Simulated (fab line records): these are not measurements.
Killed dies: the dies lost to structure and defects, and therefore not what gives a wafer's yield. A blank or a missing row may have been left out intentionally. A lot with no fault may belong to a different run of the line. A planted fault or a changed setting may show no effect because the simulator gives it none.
2 desks looking at one fault	flow n5 finfet	every desk sees just its own numbers, and what lay behind them comes last

== DESK OF THE TOOL OWNER: cmp-02 ==
The tool's own readings at N5_HKMG_FIN_CMP_23 (polishes, stops on SiNx, t overpolish 10 s, target thk 46.326 nm): means of the sampled wafers that have a number, for each lot that ran on this tool. The brackets show how far a lot's mean lies from the usual mean; more than 4 standard deviations puts the lot out of limits, marked OUT.
Columns: A = motor current A at N5_HKMG_FIN_CMP_23, usual 12.0 A; B = overpolish run s at N5_HKMG_FIN_CMP_23, usual 9.999 s; C = slurry flow ml min at N5_HKMG_FIN_CMP_23, usual 150.1; D = time to endpoint s at N5_HKMG_FIN_CMP_23, usual 11.6 s
lot	first seen here	A	B	C	D
L677	day 5 18:13	12.5	10.005	150.5	14.4
L678	day 6 00:43	12.3	10.003	150.1	13.1
L680	day 6 18:03	12.8	9.998	150.2	12.4
L682	day 7 09:43	12.8	10.008	150.3	14.1
This desk's verdict: no lot among the 4 shows anything out of limits.

== METROLOGY DESK ==
Lot by lot, what the gauges showed, no matter which tool ran the lot: averages of those sampled wafers that carry a number. The brackets show how far a lot's mean lies from the usual mean; more than 4 standard deviations puts the lot out of limits, marked OUT.
Columns: A = cd nm at N5_PASSIVATION_CD_MEAS_10, usual 3000.1 nm
lot	first seen here	A
L672	day 11 16:32	3000.4
L673	day 12 10:20	2999.8
L675	day 12 12:37	3002.1
L676	day 13 01:38	2999.0
L677	day 13 05:32	2998.9
L679	day 13 15:03	3000.0
L680	day 13 15:05	2996.9
L678	day 13 15:19	3001.4
L681	day 14 04:10	3000.4
L682	day 14 19:54	2999.3
L684	day 14 21:49	2998.4
L689	day 16 11:46	2999.5
L694	day 17 18:49	2999.3
This desk's verdict: no lot among the 13 shows anything out of limits.

== PUT TOGETHER ==
Nothing out of limits was seen by the tool owner's desk.
Metrology desk: nothing out of limits seen.

== WHAT HAD BEEN PUT IN BY THE SIMULATOR ==
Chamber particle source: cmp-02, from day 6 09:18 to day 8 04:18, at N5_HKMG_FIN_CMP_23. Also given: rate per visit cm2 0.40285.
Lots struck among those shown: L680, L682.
